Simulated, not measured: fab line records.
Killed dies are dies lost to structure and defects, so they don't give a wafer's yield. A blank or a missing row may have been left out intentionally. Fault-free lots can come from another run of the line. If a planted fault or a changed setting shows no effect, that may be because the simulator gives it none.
2 desks, one fault + flow n5_finfet + each desk has only its own numbers; what lay behind them comes last

FROM THE METROLOGY DESK
Lot by lot, what the gauges showed, no matter which tool ran the lot: averages of those sampled wafers that carry a number. Any lot whose mean is over 4 standard deviations away from the usual mean is out of limits and marked OUT; that distance is given in the brackets. Only the readings that lie furthest out on some lot appear, 7 of the 10 it has.
Columns: A = DIBL_N at N5_BEOL_M4_RC_MEAS_101, usual 35.4 mV/V; B = IOFF_P at N5_BEOL_M4_RC_MEAS_101, usual 0.19 nA/um; C = ION_P at N5_BEOL_M4_RC_MEAS_101, usual 462 uA/um; D = SS_N at N5_BEOL_M4_RC_MEAS_101, usual 71.4 mV/dec; E = SS_P at N5_BEOL_M4_RC_MEAS_101, usual 72.9 mV/dec; F = VT_N at N5_BEOL_M4_RC_MEAS_101, usual 250 mV; G = VT_P at N5_BEOL_M4_RC_MEAS_101, usual -251 mV
| lot  | first seen here | A    | B    | C   | D    | E    | F   | G    |
|------|-----------------|------|------|-----|------|------|-----|------|
| L346 | day 9 06:07     | 36.0 | 0.16 | 454 | 71.9 | 72.7 | 249 | -254 |
| L362 | day 12 19:35    | 34.3 | 0.18 | 461 | 70.8 | 73.2 | 253 | -252 |
| L363 | day 12 22:20    | 35.1 | 0.19 | 463 | 71.7 | 72.9 | 249 | -251 |
| L366 | day 14 15:46    | 34.2 | 0.19 | 469 | 70.9 | 71.9 | 251 | -248 |
Finding of this desk: none of the 4 lots has anything out of limits.

TOOL OWNER'S DESK, litho_track-03
The tool's own readings at N5_MOL_CONTACT_COAG_COAT_104 (time 60 s, resist thk 12 nm): means of the sampled wafers that have a number, for each lot that ran on this tool. Any lot whose mean is over 4 standard deviations away from the usual mean is out of limits and marked OUT; that distance is given in the brackets.
Columns: A = exhaust_pa at N5_MOL_CONTACT_COAG_COAT_104, usual 44.9 Pa; B = spin_speed_rpm at N5_MOL_CONTACT_COAG_COAT_104, usual 1500.2 rpm
| lot  | first seen here | A    | B                |
|------|-----------------|------|------------------|
| L346 | day 5 10:02     | 43.6 | 1499.8           |
| L362 | day 9 05:38     | 45.7 | 1588.9 (+91) OUT |
| L363 | day 9 11:43     | 46.5 | 1590.1 (+92) OUT |
Finding of this desk: L362, L363 out of limits; the first was L362 at day 9 05:38, on spin_speed_rpm at N5_MOL_CONTACT_COAG_COAT_104. Within limits: L346.

BROUGHT TOGETHER
At day 9 05:38, on L362, L363, the tool owner's desk was in a position to raise an alarm.
From the metrology desk's view, nothing was out of limits.
The metrology desk holds a record of L362, L363, inside its limits.
Every lot named ran N5_MOL_CONTACT_COAG_COAT_104 on litho_track-03.

WHAT THE SIMULATOR PUT IN
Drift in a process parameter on litho_track-03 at N5_MOL_CONTACT_COAG_COAT_104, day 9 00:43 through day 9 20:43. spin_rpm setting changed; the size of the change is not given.
Struck lots among those shown: L362, L363.
Time in hours from fault onset to the first out-of-limits reading at each desk: the tool owner's desk, 5.
